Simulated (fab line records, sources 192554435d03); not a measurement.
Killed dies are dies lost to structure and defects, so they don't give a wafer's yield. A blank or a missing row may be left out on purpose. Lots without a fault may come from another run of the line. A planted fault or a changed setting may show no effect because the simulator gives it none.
Which tool did it? | flow n5_finfet | 9 lots, 27 wafers sampled, at 6 steps of a route of 1938

WHAT THE GAUGES READ, wafer by wafer
N5_BEOL_M15_THK_MEAS_50: measures by xrf. Usual: M15_THK 850 nm, standard deviation 26.
lot  | measured     | on            | M15_THK (nm) | flag
L899 | day 12 13:45 | film_metro-02 | 827 837 847  |
L898 | day 13 08:20 | film_metro-02 | 867 836 861  |
L903 | day 14 12:13 | film_metro-01 | 840 839 846  |
L902 | day 14 21:01 | film_metro-01 | 748 874 862  |
L906 | day 14 23:31 | film_metro-02 | 882 825 851  |
L913 | day 16 16:39 | film_metro-01 | 836 860 838  |
L914 | day 17 21:15 | film_metro-01 | 876 875 841  |
L915 | day 18 11:29 | film_metro-01 | 862 869 870  |
L919 | day 19 00:45 | film_metro-01 | 827 887 903  |

N5_BEOL_M15_RS_MEAS_54: measures by four-point-probe. Usual: M15_RS 0.0217 ohm/sq, standard deviation 0.00064.
lot  | measured     | on            | M15_RS (ohm/sq)      | flag
L899 | day 12 13:55 | film_metro-01 | 0.0219 0.0217 0.0214 |
L898 | day 13 08:28 | film_metro-02 | 0.0214 0.0222 0.0215 |
L903 | day 14 12:21 | film_metro-02 | 0.0220 0.0221 0.0220 |
L902 | day 14 21:09 | film_metro-01 | 0.0250 0.0213 0.0217 |
L906 | day 14 23:38 | film_metro-02 | 0.0208 0.0221 0.0217 |
L913 | day 16 16:46 | film_metro-01 | 0.0221 0.0215 0.0222 |
L914 | day 17 21:23 | film_metro-02 | 0.0212 0.0214 0.0222 |
L915 | day 18 11:37 | film_metro-02 | 0.0216 0.0214 0.0214 |
L919 | day 19 00:53 | film_metro-01 | 0.0225 0.0208 0.0206 |

WHICH TOOL RAN EACH LOT (tool, then ch and the chambers of the sampled wafers, then the start)
lot  | N5_BEOL_M15_ETCH_61                | N5_BEOL_M15_TRENCH_ETCH_34         | N5_BEOL_M15_STRIP_36               | N5_BEOL_M15_DEGAS_41
L899 | rie_diel-05 ch 0,2,3, day 12 07:25 | rie_diel-05 ch 0,2,3, day 12 07:28 | rie_diel-06 ch 1,2, day 12 12:13   | pvd_sputter-02, day 12 12:34
L898 | rie_diel-02 ch 0,2,3, day 13 04:17 | rie_diel-02 ch 0,2,3, day 13 04:20 | rie_diel-05 ch 0,1,2, day 13 06:08 | pvd_sputter-01, day 13 06:35
L903 | rie_diel-05 ch 0,3, day 14 09:44   | rie_diel-05 ch 0,3, day 14 09:47   | rie_diel-05 ch 0,1,3, day 14 10:19 | pvd_sputter-01, day 14 11:01
L902 | rie_diel-05 ch 1,2,3, day 14 17:45 | rie_diel-05 ch 1,2,3, day 14 17:48 | rie_diel-06 ch 2,3, day 14 19:20   | pvd_sputter-02, day 14 19:50
L906 | rie_diel-02 ch 0,2,3, day 14 21:05 | rie_diel-02 ch 0,2,3, day 14 21:08 | rie_diel-05 ch 1,2,3, day 14 21:35 | pvd_sputter-01, day 14 22:19
L913 | rie_diel-02 ch 0,3, day 16 12:51   | rie_diel-02 ch 0,3, day 16 12:55   | rie_diel-05 ch 3, day 16 14:10     | pvd_sputter-03, day 16 15:00
L914 | rie_diel-06 ch 0,1,3, day 17 17:40 | rie_diel-06 ch 0,1,3, day 17 17:43 | rie_diel-05 ch 0,2,3, day 17 19:28 | pvd_sputter-02, day 17 19:59
L915 | rie_diel-05 ch 0,2, day 18 09:19   | rie_diel-05 ch 0,2, day 18 09:22   | rie_diel-05 ch 0,2, day 18 09:37   | pvd_sputter-02, day 18 09:59
L919 | rie_diel-06 ch 1,2, day 18 21:22   | rie_diel-06 ch 1,2, day 18 21:25   | rie_diel-05 ch 2,3, day 18 22:17   | pvd_sputter-03, day 18 22:40
- N5_BEOL_M15_ETCH_61: etches BARC in N2/H2, target depth 89 nm, overetch 26.7 nm, time 67.9 s.
- N5_BEOL_M15_TRENCH_ETCH_34: etches SiO2 in C4F8/O2/Ar, target depth 872.93 nm, time 199 s.
- N5_BEOL_M15_STRIP_36: strips in O2.
- N5_BEOL_M15_DEGAS_41: time 60 s.

WHAT THE TOOLS THEMSELVES READ (means of the sampled wafers that have a number; where no wafer has one, the mark that the record gives instead)
N5_BEOL_M15_ETCH_61. Usual: bias_w 150.0 W, standard deviation 0.46; drypump_motor_current_A 6.1 A, standard deviation 0.49; oes_product_au 0.66 a.u., standard deviation 0.079; rf_vpp_V 523.7 V, standard deviation 2.4; showerhead_plenum_p_Torr 2.54 Torr, standard deviation 0.078; throttle_valve_pct 17.91 %, standard deviation 0.28.
lot  | tool        | bias_w (W) | drypump_motor_current_A (A) | oes_product_au (a.u.) | rf_vpp_V (V) | showerhead_plenum_p_Torr (Torr) | throttle_valve_pct (%) | flag
L899 | rie_diel-05 | 149.6      | 5.9                         | 0.73                  | 523.9        | 2.54                            | 17.64                  |
L898 | rie_diel-02 | 150.2      | 6.3                         | 0.61                  | 522.3        | 2.49                            | 18.16                  |
L903 | rie_diel-05 | 149.4      | 5.7                         | 0.69                  | 524.1        | 2.55                            | 17.65                  |
L902 | rie_diel-05 | 149.8      | 5.9                         | 0.65                  | 521.8        | 2.47                            | 17.95                  |
L906 | rie_diel-02 | 150.0      | 6.3                         | 0.69                  | 522.6        | 2.49                            | 18.04                  |
L913 | rie_diel-02 | 150.7      | 6.5                         | 0.63                  | 521.3        | 2.46                            | 18.27                  |
L914 | rie_diel-06 | 150.4      | 5.9                         | 0.63                  | 522.8        | 2.53                            | 17.90                  |
L915 | rie_diel-05 | 149.6      | 6.5                         | 0.72                  | 522.9        | 2.52                            | 17.56                  |
L919 | rie_diel-06 | 149.9      | 6.4                         | 0.72                  | 524.5        | 2.62                            | 17.80                  |

N5_BEOL_M15_TRENCH_ETCH_34. Usual: bias_w 2041 W, standard deviation 6; drypump_motor_current_A 6.1 A, standard deviation 0.49; he_outer_torr 30.00 Torr, standard deviation 0.059; oes_product_au 0.77 a.u., standard deviation 0.1; rf_vpp_V 2228 V, standard deviation 35; showerhead_plenum_p_Torr 3.43 Torr, standard deviation 0.11; throttle_valve_pct 30.9 %, standard deviation 0.3.
lot  | tool        | bias_w (W) | drypump_motor_current_A (A) | he_outer_torr (Torr) | oes_product_au (a.u.) | rf_vpp_V (V) | showerhead_plenum_p_Torr (Torr) | throttle_valve_pct (%) | flag
L899 | rie_diel-05 | 2038       | 6.0                         | 30.07                | 0.85                  | 2206         | 3.43                            | 30.6                   |
L898 | rie_diel-02 | 2042       | 6.3                         | 29.99                | 0.72                  | 2217         | 3.36                            | 31.1                   |
L903 | rie_diel-05 | 2047       | 5.7                         | 29.94                | 0.79                  | 2230         | 3.45                            | 30.6                   |
L902 | rie_diel-05 | 1841       | 5.9                         | 29.98                | 0.74                  | 2041         | 3.36                            | 31.0                   | OFF
L906 | rie_diel-02 | 2039       | 6.3                         | 29.99                | 0.81                  | 2216         | 3.36                            | 31.0                   |
L913 | rie_diel-02 | 2041       | 6.5                         | 30.02                | 0.72                  | 2213         | 3.31                            | 31.1                   |
L914 | rie_diel-06 | 2041       | 5.9                         | 30.00                | 0.74                  | 2257         | 3.43                            | 30.9                   |
L915 | rie_diel-05 | 2040       | 6.5                         | 30.03                | 0.84                  | 2195         | 3.40                            | 30.5                   |
L919 | rie_diel-06 | 2039       | 6.4                         | 30.02                | 0.85                  | 2268         | 3.53                            | 30.9                   |

N5_BEOL_M15_STRIP_36. Usual: drypump_motor_current_A 6.0 A, standard deviation 0.52; oes_product_au 0.79 a.u., standard deviation 0.11; rf_vpp_V 3.6 V, standard deviation 0.97; showerhead_plenum_p_Torr 2.08 Torr, standard deviation 0.067; throttle_valve_pct 16.64 %, standard deviation 0.28.
lot  | tool        | drypump_motor_current_A (A) | oes_product_au (a.u.) | rf_vpp_V (V) | showerhead_plenum_p_Torr (Torr) | throttle_valve_pct (%) | flag
L899 | rie_diel-06 | 6.4                         | 0.70                  | 3.4          | 2.00                            | 16.81                  |
L898 | rie_diel-05 | 6.1                         | 0.82                  | 3.8          | 2.06                            | 16.52                  |
L903 | rie_diel-05 | 5.6                         | 0.75                  | 3.2          | 2.06                            | 16.67                  |
L902 | rie_diel-06 | 6.3                         | 0.89                  | 2.7          | 2.22                            | 16.69                  |
L906 | rie_diel-05 | 5.9                         | 0.76                  | 3.6          | 2.04                            | 16.70                  |
L913 | rie_diel-05 | 5.2                         | 1.01                  | 3.2          | 2.07                            | 16.40                  |
L914 | rie_diel-05 | 6.0                         | 0.88                  | 4.7          | 2.08                            | 16.36                  |
L915 | rie_diel-05 | 6.2                         | 0.84                  | 2.9          | 2.10                            | 16.34                  |
L919 | rie_diel-05 | 5.7                         | 0.89                  | 3.2          | 2.06                            | 16.43                  |

N5_BEOL_M15_DEGAS_41. Usual: heater_power_w 479 W, standard deviation 35.
lot  | tool           | heater_power_w (W) | flag
L899 | pvd_sputter-02 | 521                |
L898 | pvd_sputter-01 | 472                |
L903 | pvd_sputter-01 | 461                |
L902 | pvd_sputter-02 | 457                |
L906 | pvd_sputter-01 | 467                |
L913 | pvd_sputter-03 | 480                |
L914 | pvd_sputter-02 | 492                |
L915 | pvd_sputter-02 | 457                |
L919 | pvd_sputter-03 | 468                |

THE ANSWER, worked out from the rows above alone
Rule: a lot is off if the mean of its wafers that have a number lies more than 3 standard deviations from the usual mean. A lot without any number at a reading at which 4 lots or more have one is off too. The other lots that the step has rows for count as sound. The gauges are gone through in route order, then the tools' own readings, and for those a lot's mean is taken as printed above. The first step at which some lot is off is used, and at that step the reading that is off furthest; a lot without a number counts as furthest.
Off: L902, at N5_BEOL_M15_TRENCH_ETCH_34 (bias_w).
A tool fits if, at that step or a process step before it, it ran every lot that is off, and no sound lot after the first of them. None of those tried fits.

WHAT THE SIMULATOR HAD PUT IN
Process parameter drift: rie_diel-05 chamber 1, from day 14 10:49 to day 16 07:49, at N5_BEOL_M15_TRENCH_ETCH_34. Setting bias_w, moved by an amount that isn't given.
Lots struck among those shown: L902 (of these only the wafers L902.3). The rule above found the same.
